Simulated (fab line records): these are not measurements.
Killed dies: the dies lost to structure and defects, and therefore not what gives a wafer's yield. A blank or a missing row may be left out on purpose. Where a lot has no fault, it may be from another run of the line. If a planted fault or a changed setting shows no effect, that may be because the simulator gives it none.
fab line records	flow n5-finfet
record lots=7	wafers=39
route steps=1938 shown ZERO_LAYER@4 FIN_SAQP@138 DUMMY_GATE@220 HKMG_FIN@435 GATE_CUT@469
start-h: the number of hours between the record's first day and the start of the first shown wafer of the lot	wait-h: how many hours have passed since the lot's step before this one	" identical to the entry in the row above	L1.1+2: a single row standing in for several wafers	- no value, or no start given	* or withheld: withheld	< > ~ a bound
route shown NAME@n: NAME is a module with steps in the file, n the number in the route of the first one	usual: mean/standard deviation taken from wafers without a fault	same: alike in all rows	chamber/n: place in a boat	sites: readings site by site	_std_site: the values' standard deviation	_edge_site: the outer-site mean with the inner-site mean subtracted	radius-mm: how far each site lies from the wafer's centre	mask NAME#n: copy n	behind: the most recent tool/chamber to have shaped the wafer	hold: why the lot was held/for how many hours/how that ended	device: transistor that didn't switch, given as n, p or np	end of line: tests run on the same wafers once the route is complete	where a step has no rows: the recipe by itself	killed: at the first sort, the dies lost to defects and structure; wafer yield is something else	map: shows each die of a wafer: x if killed, . if not, _ if none is there
set.NAME: the run value of the setting; set.NAME@STEP: its run value at that earlier step	model.NAME: the simulator's own value behind a step, which no gauge read
lots where settings were altered on purpose, with a table for each step and a row for each wafer
## steps
# step N5_ZERO_LAYER_PECVD_02
# recipe material=SiO2	target-thk-a=100	temp-c=400	precursor=SiH4/N2O	pressure-torr=0.75	rf-w=275	time-s=6
lot.wafer	tool	chamber	start-h	wait-h	set.time-s	model.SiO2_of_ZERO_LAYER_PECVD_02.thk-nm
L081.1	pecvd-03	0	54.28	0.0	6	10.2
L081.2	"	2	"	"	4.695	7.868
L081.3	"	1	"	"	4.695	7.635
L081.4	"	2	"	"	6	10.13
L081.5	"	1	"	"	6	9.983
L081.6	"	0	"	"	4.695	8.075
L082.1	pecvd-02	0	60.29	0.0	6	9.902
L082.2	"	2	"	"	6	9.836
L082.3	"	1	"	"	7.375	12.44
L082.4	"	0	"	"	6	9.881
L082.5	"	2	"	"	7.375	12.2
L082.6	"	1	"	"	7.375	12.6
L090.1	pecvd-04	1	108.30	0.0	3.686	6.058
L090.2	"	2	"	"	3.686	6.196
L090.3	"	0	"	"	3.686	6.15
L090.4	"	2	"	"	6	10.05
L090.5+6	"	0,1	"	"	6	10.03
L091.1	pecvd-04	2	114.28	0.0	6	10.09
L091.2	"	0	"	"	6	10.03
L091.3	"	1	"	"	6	10
L091.4	"	0	"	"	6	10.23
L091.5	"	1	"	"	6	10.13
L091.6	"	0	"	"	6	10.11
L095.1	pecvd-03	2	138.28	0.0	3.324	5.611
L095.2	"	0	"	"	6	10.2
L095.3	"	1	"	"	3.324	5.555
L095.4	"	1	"	"	6	10.16
L095.5	"	0	"	"	6	10.34
L095.6	"	2	"	"	3.324	5.744
L096.1	pecvd-02	1	144.47	0.0	3.052	4.865
L096.2	"	2	"	"	6	9.679
L096.3	"	0	"	"	3.052	4.628
L096.4	"	1	"	"	3.052	4.92
L096.5	"	0	"	"	6	9.589
L096.6	"	2	"	"	6	9.815
L097.3	pecvd-02	1	150.28	0.0	6	9.996
L097.4	"	1	"	"	6	9.936
L097.6	"	0	"	"	6	9.89
# step N5_FIN_SAQP_SPACER2_ALD_28
# recipe material=SiO2	target-thk-a=81	temp-c=300	ald-precursor-family=BDEAS	ald-co-reactant=O2-plasma	pulse-time-s=1	purge-time-s=2	co-reactant-purge-time-s=2	pressure-torr=2
lot.wafer	tool	chamber	start-h	wait-h	set.target-thk-a	model.SiO2_of_FIN_SAQP_SPACER2_ALD_28.thk-nm
L081.1+5	ald-sin-04	3	67.75	0.1	115	11.6
L081.2+4	"	2,1	"	"	81	8
L081.3	"	0	"	"	115	11.4
L081.6	"	2	"	"	81	8.2
L082.1+2	ald-sin-04	3,2	75.30	0.1	81	8.2
L082.3	"	1	"	"	81	8
L082.4+5+6	"	0,1,0	"	"	55.89	5.6
L090.1	ald-sin-01	0	123.13	0.1	32.89	3.2
L090.2	"	1	"	"	81	8
L090.3+4	"	3,2	"	"	32.89	3.4
L090.5+6	"	2,1	"	"	81	8.2
L091.1+3+4+5+6	ald-sin-02	0,1,2,1,2	129.35	0.2	81	8.2
L091.2	"	3	"	"	81	8
L095.1+2+6	ald-sin-02	0,3,3	153.55	0.4	38.84	4
L095.3+4+5	"	1,1,0	"	"	81	8.2
L096.1+5+6	ald-sin-01	0,0,3	158.77	0.1	111.3	11
L096.2+3+4	"	2,1,3	"	"	81	8
L097.3+4+6	ald-sin-04	3,0,3	164.95	0.8	81	8
# step N5_FIN_SAQP_SPACER2_ETCHBACK_29
# recipe chemistry=CHF3/O2	mode=anisotropic-etchback	target=SiO2	target-depth-a=122	time-s=6.1	pressure-mtorr=30	source-w=650	bias-w=170	Ar_flow_sccm=200	CHF3_flow_sccm=50	O2_flow_sccm=5	ion-energy-ev=200
# step N5_FIN_SAQP_MANDREL2_REMOVE_60
# recipe chemistry=HBr/Cl2/O2	bt-time-s=10	target=a-Si	stop-on=SiNx	endpoint=OES-SiCl	over-etch-frac=1	icp-w=600	bias-w=22	HBr_flow_sccm=150	Cl2_flow_sccm=80	O2_flow_sccm=5	pressure-mtorr=10
lot.wafer	tool	chamber	start-h	wait-h	set.target-thk-a@FIN_SAQP_SPACER2_ALD_28	model.FIN_SAQP.cd-nm
L081.1+3	rie-si-06	2,1	68.16	0.1	115	11.4
L081.2	"	0	"	"	81	8.4
L081.4+6	"	3	"	"	81	8.2
L081.5	"	0	"	"	115	12
L082.1	rie-si-05	3	75.76	0.1	81	7.8
L082.2+3	"	2,0	"	"	81	8.2
L082.4	"	1	"	"	55.89	5.6
L082.5	"	1	"	"	55.89	5.4
L082.6	"	0	"	"	55.89	5.8
L090.1	rie-si-05	3	123.80	0.1	32.89	3
L090.2	"	1	"	"	81	8
L090.3+4	"	0,2	"	"	32.89	3.4
L090.5	"	3	"	"	81	7.8
L090.6	"	0	"	"	81	8.2
L091.1+5	rie-si-03	0	129.77	0.1	81	8
L091.2+3+6	"	3,1,3	"	"	81	8.2
L091.4	"	2	"	"	81	8.4
L095.1+6	rie-si-05	0	154.08	0.1	38.84	4.2
L095.2	"	1	"	"	38.84	3.8
L095.3+4+5	"	2,3,3	"	"	81	8
L096.1	rie-si-05	3	159.18	0.1	111.3	10.8
L096.2+3+4	"	0,2,1	"	"	81	8.2
L096.5+6	"	1,2	"	"	111.3	11
L097.3	rie-si-03	1	165.36	0.1	81	8
L097.4	"	2	"	"	81	8.2
L097.6	"	1	"	"	81	7.8
# step N5_FIN_SAQP_CD_MEAS_31
# recipe target-cd-nm=8	landing-energy-ev=1000	detector=se-inlens	polarity=line
# usual cd-nm=8.12/0.27
lot.wafer	tool	chamber	start-h	wait-h	set.target-thk-a@FIN_SAQP_SPACER2_ALD_28	cd-nm
L081.1	cd-sem-02	0	68.27	0.1	115	11.52
L081.2	"	0	"	"	81	8.45
L081.3	"	0	"	"	115	11.79
L081.4	"	0	"	"	81	7.86
L081.5	"	0	"	"	115	12.09
L081.6	"	0	"	"	81	7.90
L082.1	cd-sem-03	0	75.87	0.1	81	7.82
L082.2	"	0	"	"	81	7.93
L082.3	"	0	"	"	81	7.87
L082.4	"	0	"	"	55.89	5.49
L082.5	"	0	"	"	55.89	5.69
L082.6	"	0	"	"	55.89	5.62
L090.1	cd-sem-01	0	123.91	0.1	32.89	2.81
L090.2	"	0	"	"	81	8.08
L090.3	"	0	"	"	32.89	3.55
L090.4	"	0	"	"	32.89	2.96
L090.5	"	0	"	"	81	7.64
L090.6	"	0	"	"	81	8.13
L091.1	cd-sem-01	0	129.88	0.1	81	7.85
L091.2	"	0	"	"	81	8.31
L091.3	"	0	"	"	81	7.69
L091.4	"	0	"	"	81	8.17
L091.5	"	0	"	"	81	7.89
L091.6	"	0	"	"	81	8.51
L095.1	cd-sem-03	0	154.19	0.1	38.84	4.08
L095.2	"	0	"	"	38.84	3.78
L095.3	"	0	"	"	81	8.47
L095.4	"	0	"	"	81	7.82
L095.5	"	0	"	"	81	7.96
L095.6	"	0	"	"	38.84	4.33
L096.1	cd-sem-03	0	159.29	0.1	111.3	10.63
L096.2	"	0	"	"	81	8.41
L096.3	"	0	"	"	81	8.23
L096.4	"	0	"	"	81	7.78
L096.5	"	0	"	"	111.3	11.01
L096.6	"	0	"	"	111.3	11.53
L097.3	cd-sem-02	0	165.48	0.1	81	7.76
L097.4	"	0	"	"	81	7.98
L097.6	"	0	"	"	81	7.88
# step N5_FIN_SAQP_HM_OPEN_33
# recipe chemistry=CH3F/O2	target=SiNx	mask-material=SiO2	target-depth-a=494	time-s=70.6	pressure-mtorr=30	source-w=395	bias-w=73	Ar_flow_sccm=150	CH3F_flow_sccm=30	O2_flow_sccm=20	ion-energy-ev=120	ends=cleared
lot.wafer	tool	chamber	start-h	wait-h	set.target-thk-a@FIN_SAQP_SPACER2_ALD_28	model.FIN_SAQP.cd-nm
L081.1	rie-diel-05	2	68.32	0.0	115	11.4
L081.2+4+6	"	3,3,2	"	"	81	8.2
L081.3	"	1	"	"	115	11.6
L081.5	"	1	"	"	115	12
L082.1+3	rie-diel-01	2,0	75.92	0.0	81	8
L082.2	"	3	"	"	81	8.4
L082.4	"	1	"	"	55.89	5.6
L082.5	"	0	"	"	55.89	5.4
L082.6	"	3	"	"	55.89	5.8
L090.1	rie-diel-05	0	123.97	0.1	32.89	3
L090.2	"	1	"	"	81	8
L090.3+4	"	2,3	"	"	32.89	3.4
L090.5	"	2	"	"	81	7.8
L090.6	"	1	"	"	81	8.2
L091.1+5	rie-diel-03	1,0	129.92	0.0	81	8
L091.2+4	"	2,0	"	"	81	8.4
L091.3+6	"	3	"	"	81	8.2
L095.1	rie-diel-01	3	154.35	0.2	38.84	4
L095.2	"	1	"	"	38.84	3.8
L095.3+4	"	2,1	"	"	81	8
L095.5	"	3	"	"	81	7.8
L095.6	"	2	"	"	38.84	4.2
L096.1+5	rie-diel-01	1,3	159.34	0.0	111.3	10.8
L096.2	"	3	"	"	81	8.2
L096.3+4	"	2	"	"	81	8
L096.6	"	1	"	"	111.3	11
L097.3	rie-diel-01	1	165.52	0.0	81	8
L097.4	"	0	"	"	81	8.2
L097.6	"	3	"	"	81	7.8
# step N5_FIN_SAQP_ETCH_34
# recipe chemistry=C4F6/O2	target=SiO2	target-depth-a=450	time-s=15	ion-energy-ev=250	pressure-mtorr=30	source-w=345	bias-w=185	Ar_flow_sccm=300	C4F6_flow_sccm=10	O2_flow_sccm=10	ends=cleared
lot.wafer	tool	chamber	start-h	wait-h	set.target-thk-a@FIN_SAQP_SPACER2_ALD_28	model.FIN_SAQP.cd-nm
L081.1	rie-diel-05	2	68.39	0.0	115	11.2
L081.2	"	3	"	"	81	8.2
L081.3	"	1	"	"	115	11.6
L081.4+6	"	3,2	"	"	81	8
L081.5	"	1	"	"	115	12
L082.1	rie-diel-01	2	75.99	0.0	81	7.8
L082.2	"	3	"	"	81	8.4
L082.3	"	0	"	"	81	8.2
L082.4+6	"	1,3	"	"	55.89	5.8
L082.5	"	0	"	"	55.89	5.6
L090.1	rie-diel-05	0	124.04	0.0	32.89	3.2
L090.2	"	1	"	"	81	8
L090.3	"	2	"	"	32.89	3.4
L090.4	"	3	"	"	32.89	3.6
L090.5	"	2	"	"	81	7.6
L090.6	"	1	"	"	81	8.2
L091.1+3+6	rie-diel-03	1,3,3	129.99	0.0	81	8
L091.2+5	"	2,0	"	"	81	8.2
L091.4	"	0	"	"	81	8.4
L095.1	rie-diel-01	3	154.42	0.0	38.84	4
L095.2+6	"	1,2	"	"	38.84	4.2
L095.3	"	2	"	"	81	8
L095.4	"	1	"	"	81	8.2
L095.5	"	3	"	"	81	7.8
L096.1	rie-diel-01	1	159.41	0.0	111.3	11
L096.2	"	3	"	"	81	8.2
L096.3+4	"	2	"	"	81	8
L096.5	"	3	"	"	111.3	10.8
L096.6	"	1	"	"	111.3	11.2
L097.3	rie-diel-01	1	165.59	0.0	81	8.2
L097.4	"	0	"	"	81	8.4
L097.6	"	3	"	"	81	7.8
# step N5_FIN_SAQP_STRIP_77
# recipe chemistry=N2/H2	time-s=90	power-w=100	temp-c=40	pressure-mtorr=100	rf-frequency-hz=6e+07	bias-power-w=3	n2-flow-sccm=300	h2-flow-sccm=300
# step N5_FIN_SAQP_HM_CD_35
# recipe target-cd-nm=8	polarity=line
# usual cd-nm=8.12/0.28
lot.wafer	tool	chamber	start-h	wait-h	set.target-thk-a@FIN_SAQP_SPACER2_ALD_28	cd-nm
L081.1	cd-sem-02	-	68.54	0.1	115	11.43
L081.2	"	-	"	"	81	8.19
L081.3	"	-	"	"	115	11.68
L081.4	"	-	"	"	81	8.36
L081.5	"	-	"	"	115	11.92
L081.6	"	-	"	"	81	7.96
L082.1	cd-sem-02	-	76.14	0.1	81	7.61
L082.2	"	-	"	"	81	8.56
L082.3	"	-	"	"	81	8.44
L082.4	"	-	"	"	55.89	5.61
L082.5	"	-	"	"	55.89	5.31
L082.6	"	-	"	"	55.89	6.13
L090.1	cd-sem-03	-	124.19	0.1	32.89	3.01
L090.2	"	-	"	"	81	8.13
L090.3	"	-	"	"	32.89	3.61
L090.4	"	-	"	"	32.89	3.55
L090.5	"	-	"	"	81	7.32
L090.6	"	-	"	"	81	7.87
L091.1	cd-sem-01	-	130.14	0.1	81	8.02
L091.2	"	-	"	"	81	8.49
L091.3	"	-	"	"	81	7.89
L091.4	"	-	"	"	81	8.27
L091.5	"	-	"	"	81	7.88
L091.6	"	-	"	"	81	8.28
L095.1	cd-sem-01	-	154.57	0.1	38.84	4.10
L095.2	"	-	"	"	38.84	4.02
L095.3	"	-	"	"	81	7.92
L095.4	"	-	"	"	81	8.21
L095.5	"	-	"	"	81	7.59
L095.6	"	-	"	"	38.84	3.91
L096.1	cd-sem-02	-	159.56	0.1	111.3	10.49
L096.2	"	-	"	"	81	8.09
L096.3	"	-	"	"	81	7.54
L096.4	"	-	"	"	81	8.02
L096.5	"	-	"	"	111.3	10.60
L096.6	"	-	"	"	111.3	11.31
L097.3	cd-sem-01	-	165.74	0.1	81	7.92
L097.4	"	-	"	"	81	8.04
L097.6	"	-	"	"	81	7.95
# step N5_FIN_SAQP_ETCH_64
# recipe chemistry=CF4	target=SiO2	target-depth-a=15	ion-energy-ev=350	pressure-mtorr=10	icp-w=800	bias-w=400	cf4-flow-sccm=80
# step N5_FIN_SAQP_FIN_ETCH_36
# recipe chemistry=HBr/Cl2/O2	target-depth-a=1200	mask-material=SiNx	time-s=50.4	bias-w=102	pressure-mtorr=10	icp-w=800	HBr_flow_sccm=150	Cl2_flow_sccm=80	O2_flow_sccm=12
# step N5_FIN_SAQP_CD_MEAS_37
# recipe target-cd-nm=8	polarity=line
# usual cd-nm=8.2/0.33
lot.wafer	tool	chamber	start-h	wait-h	set.target-thk-a@FIN_SAQP_SPACER2_ALD_28	cd-nm
L081.1	cd-sem-03	-	68.73	0.1	115	11.5
L081.2	"	-	"	"	81	8.2
L081.3	"	-	"	"	115	11.9
L081.4	"	-	"	"	81	7.5
L081.5	"	-	"	"	115	11.6
L081.6	"	-	"	"	81	7.7
L082.1	cd-sem-03	-	76.32	0.1	81	7.7
L082.2	"	-	"	"	81	8.3
L082.3	"	-	"	"	81	8.4
L082.4	"	-	"	"	55.89	5.9
L082.5	"	-	"	"	55.89	5.2
L082.6	"	-	"	"	55.89	6.1
L090.1	cd-sem-03	-	124.38	0.1	32.89	3.4
L090.2	"	-	"	"	81	8.0
L090.3	"	-	"	"	32.89	3.6
L090.4	"	-	"	"	32.89	3.6
L090.5	"	-	"	"	81	7.9
L090.6	"	-	"	"	81	8.2
L091.1	cd-sem-01	-	130.33	0.1	81	8.3
L091.2	"	-	"	"	81	8.2
L091.3	"	-	"	"	81	8.1
L091.4	"	-	"	"	81	8.7
L091.5	"	-	"	"	81	8.3
L091.6	"	-	"	"	81	8.2
L095.1	cd-sem-02	-	154.75	0.1	38.84	4.2
L095.2	"	-	"	"	38.84	4.7
L095.3	"	-	"	"	81	8.4
L095.4	"	-	"	"	81	7.9
L095.5	"	-	"	"	81	8.4
L095.6	"	-	"	"	38.84	4.2
L096.1	cd-sem-03	-	159.74	0.1	111.3	11.2
L096.2	"	-	"	"	81	8.4
L096.3	"	-	"	"	81	8.1
L096.4	"	-	"	"	81	8.7
L096.5	"	-	"	"	111.3	11.0
L096.6	"	-	"	"	111.3	11.6
L097.3	cd-sem-01	-	165.93	0.1	81	8.5
L097.4	"	-	"	"	81	8.3
L097.6	"	-	"	"	81	7.9
# step N5_DUMMY_GATE_HM_DEP_06
# recipe material=SiNx	target-thk-a=800	precursor=DCS/NH3	temp-c=700	pressure-mtorr=300	time-s=5141
lot.wafer	tool	chamber	start-h	wait-h	set.target-thk-a	model.SiNx_of_DUMMY_GATE_HM_DEP_06.thk-nm
L081.1+5+6	-	-	-	0.0	1155	116.8
L081.2+3	"	-	"	"	1155	116.4
L081.4	"	-	"	"	1155	116.6
L082.1+5	-	-	-	0.0	991.6	98.4
L082.2	"	-	"	"	991.6	98.6
L082.3	"	-	"	"	991.6	99.2
L082.4	"	-	"	"	991.6	99.6
L082.6	"	-	"	"	991.6	99
L090.1+5	-	-	-	0.0	1100	109.2
L090.2	"	-	"	"	1100	110
L090.3	"	-	"	"	1100	110.6
L090.4	"	-	"	"	1100	110.4
L090.6	"	-	"	"	1100	109.8
L091.1	-	-	-	0.0	936.4	92
L091.2+6	"	-	"	"	936.4	92.8
L091.3+4	"	-	"	"	936.4	92.2
L091.5	"	-	"	"	936.4	91.8
L095.1	-	-	-	0.0	1236	123.8
L095.2+3	"	-	"	"	1236	123.2
L095.4	"	-	"	"	1236	123
L095.5	"	-	"	"	1236	122.8
L095.6	"	-	"	"	1236	123.6
L096.1	-	-	-	0.0	611.2	60
L096.2	"	-	"	"	611.2	60.4
L096.3	"	-	"	"	611.2	59.8
L096.4+6	"	-	"	"	611.2	59.4
L096.5	"	-	"	"	611.2	60.2
L097.3	lpcvd-01	1/25	181.54	0.0	800	79.6
L097.4	"	1/29	"	"	800	79
L097.6	"	1/39	"	"	800	79.2
# step N5_HKMG_FIN_ETCH_32
# recipe chemistry=N2/H2	target=SOC	target-depth-a=2400	temp-c=40	time-s=300	ion-energy-ev=200	mask-material=SiARC	pressure-mtorr=30	source-w=840	bias-w=150	n2-flow-sccm=200	h2-flow-sccm=200
lot.wafer	tool	chamber	start-h	wait-h	set.target-depth-a	model.HKMG_FIN.feature-depth-nm	model.etch.depth-nm	model.SiARC_of_HKMG_FIN_COAT_30.thk-nm
L081.1	rie-diel-05	1	117.73	0.0	2400	241.8	241.8	20.4
L081.2	"	0	"	"	3297	332.6	332.6	16.2
L081.3	"	2	"	"	3297	333.4	333.4	16.4
L081.4	"	2	"	"	2400	240.2	240.1	21.8
L081.5	"	1	"	"	3297	330.6	330.6	15.2
L081.6	"	0	"	"	2400	243	243	21.2
L082.1	rie-diel-01	2	125.06	0.0	3411	331	330.9	16.2
L082.2	"	3	"	"	2400	231.8	231.9	21.4
L082.3	"	0	"	"	2400	229.6	229.5	22
L082.4	"	3	"	"	2400	234	234	21.2
L082.5	"	2	"	"	3411	328.8	328.9	16.2
L082.6	"	0	"	"	3411	324	323.9	16.8
L090.1	rie-diel-03	2	173.63	0.0	2400	252.8	252.9	20.2
L090.2	"	0	"	"	2400	230.2	230.1	22
L090.3	"	3	"	"	1154	108.2	108.2	28.8
L090.4	"	0	"	"	1154	109.8	109.9	28.6
L090.5	"	3	"	"	2400	225.2	225.1	21.8
L090.6	"	2	"	"	1154	121.6	121.6	27.8
L091.1	rie-diel-03	0	177.93	0.0	2400	230.4	230.4	21.8
L091.2	"	2	"	"	2400	253.8	253.7	20
L091.3	"	3	"	"	2400	226.2	226.2	21.6
L091.4	"	2	"	"	2400	254.6	254.6	20.2
L091.5	"	3	"	"	2400	226.2	226.2	21.8
L091.6	"	0	"	"	2400	232	232.1	21.8
L095.1	rie-diel-01	2	204.20	0.0	2400	239.2	239.3	21.4
L095.2	"	3	"	"	2400	233.2	233.2	21.2
L095.3	"	1	"	"	990.6	98.8	98.86	29.4
L095.4	"	0	"	"	990.6	97.8	97.9	29.6
L095.5	"	0	"	"	2400	237.4	237.4	21.6
L095.6	"	3	"	"	990.6	96.2	96.14	29.2
L096.1	rie-diel-05	3	207.75	0.0	2400	242	242	20.8
L096.2	"	2	"	"	2400	241.2	241.3	21.6
L096.3	"	1	"	"	2400	243.8	243.8	20.2
L096.4	"	0	"	"	2400	240.2	240.2	21.2
L096.5	"	1	"	"	2400	243.2	243.2	20.4
L096.6	"	0	"	"	2400	239	239	21.2
L097.3	rie-diel-01	0	218.55	0.0	2400	237.2	237.2	21.8
L097.4	"	2	"	"	2400	242.2	242.2	21.4
L097.6	"	0	"	"	2400	238	237.9	21.6
# step N5_GATE_CUT_ETCH_58
# recipe chemistry=CH3F/O2	target=SiNx	target-depth-a=170	time-s=128.6	ion-energy-ev=50	pressure-mtorr=30	source-w=415	bias-w=21	Ar_flow_sccm=150	CH3F_flow_sccm=30	O2_flow_sccm=20
lot.wafer	tool	chamber	start-h	wait-h	set.time-s	model.etch.depth-nm	model.SiNx_of_SDB_ALD_29.thk-nm
L081.1	rie-diel-06	2	122.75	0.1	128.6	17.08	24.4
L081.2	"	1	"	"	128.6	17.71	24.4
L081.3	"	3	"	"	128.6	16.99	24.2
L081.4	"	0	"	"	128.6	17.41	24.2
L081.5	"	3	"	"	128.6	17.09	24.2
L081.6	"	2	"	"	128.6	17.24	24.4
L082.1	rie-diel-06	2	130.01	0.0	92.14	12.17	25.4
L082.2	"	0	"	"	128.6	17.15	24.4
L082.3	"	3	"	"	92.14	12.06	25.4
L082.4	"	1	"	"	128.6	17.63	24.6
L082.5	"	3	"	"	92.14	12.08	25.4
L082.6	"	2	"	"	128.6	17.08	24.6
L090.1	rie-diel-02	0	178.65	0.0	128.6	16.61	24.6
L090.2	"	2	"	"	158.5	21.25	23.8
L090.3	"	1	"	"	128.6	17.27	24.4
L090.4	"	3	"	"	158.5	21.19	24
L090.5	"	1	"	"	158.5	21.47	23.8
L090.6	"	0	"	"	128.6	16.75	24.6
L091.1	rie-diel-04	3	183.22	0.1	128.6	16.79	24.8
L091.2	"	0	"	"	158.6	20.61	23.8
L091.3	"	1	"	"	128.6	16.24	24.6
L091.4+5	"	2	"	"	158.6	20.46	23.8
L091.6	"	3	"	"	128.6	16.62	24.4
L095.1	rie-diel-02	0	209.08	0.1	128.6	16.76	24.4
L095.2	"	2	"	"	128.6	17.34	24.4
L095.3	"	3	"	"	99.37	13.42	25.2
L095.4	"	1	"	"	128.6	17.27	24.4
L095.5	"	1	"	"	99.37	13.35	24.8
L095.6	"	0	"	"	99.37	12.86	25.2
L096.1	rie-diel-04	2	212.47	0.0	128.6	16.8	24.6
L096.2	"	3	"	"	128.6	16.8	24.4
L096.3	"	0	"	"	152.7	20.16	24
L096.4	"	1	"	"	152.7	19.31	24.4
L096.5	"	1	"	"	152.7	19.34	24.2
L096.6	"	0	"	"	128.6	16.99	24.6
L097.3	rie-diel-06	2	223.22	0.1	128.6	17.15	24.6
L097.4	"	1	"	"	128.6	17.46	24.4
L097.6	"	0	"	"	128.6	17.25	24.6
## key
split step=N5_ZERO_LAYER_PECVD_02	setting=time-s	stated=6	by=wafer
response step=N5_ZERO_LAYER_PECVD_02	reading=model.SiO2_of_ZERO_LAYER_PECVD_02.thk-nm	change=+0.102	per=1%	r=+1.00
split step=N5_FIN_SAQP_SPACER2_ALD_28	setting=target-thk-a	stated=81	by=wafer
response step=N5_FIN_SAQP_SPACER2_ALD_28	reading=model.SiO2_of_FIN_SAQP_SPACER2_ALD_28.thk-nm	change=+0.0811	per=1%	r=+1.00
response step=N5_FIN_SAQP_MANDREL2_REMOVE_60	reading=model.FIN_SAQP.cd-nm	change=+0.0777	per=1%	r=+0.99
response step=N5_FIN_SAQP_CD_MEAS_31	reading=cd-nm	change=+0.0804	per=1%	r=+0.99
response step=N5_FIN_SAQP_HM_OPEN_33	reading=model.FIN_SAQP.cd-nm	change=+0.0786	per=1%	r=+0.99
response step=N5_FIN_SAQP_ETCH_34	reading=model.FIN_SAQP.cd-nm	change=+0.0775	per=1%	r=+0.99
response step=N5_FIN_SAQP_HM_CD_35	reading=cd-nm	change=+0.077	per=1%	r=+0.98
response step=N5_FIN_SAQP_CD_MEAS_37	reading=cd-nm	change=+0.0785	per=1%	r=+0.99
split step=N5_DUMMY_GATE_HM_DEP_06	setting=target-thk-a	stated=800	by=lot
response step=N5_DUMMY_GATE_HM_DEP_06	reading=model.SiNx_of_DUMMY_GATE_HM_DEP_06.thk-nm	change=+0.821	per=1%	r=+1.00
split step=N5_HKMG_FIN_ETCH_32	setting=target-depth-a	stated=2400	by=wafer
response step=N5_HKMG_FIN_ETCH_32	reading=model.HKMG_FIN.feature-depth-nm	change=+2.36	per=1%	r=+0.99
response step=N5_HKMG_FIN_ETCH_32	reading=model.etch.depth-nm	change=+2.36	per=1%	r=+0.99
response step=N5_HKMG_FIN_ETCH_32	reading=model.SiARC_of_HKMG_FIN_COAT_30.thk-nm	change=-0.134	per=1%	r=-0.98
split step=N5_GATE_CUT_ETCH_58	setting=time-s	stated=128.6	by=wafer
response step=N5_GATE_CUT_ETCH_58	reading=model.etch.depth-nm	change=+0.175	per=1%	r=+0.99
response step=N5_GATE_CUT_ETCH_58	reading=model.SiNx_of_SDB_ALD_29.thk-nm	change=-0.0291	per=1%	r=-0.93
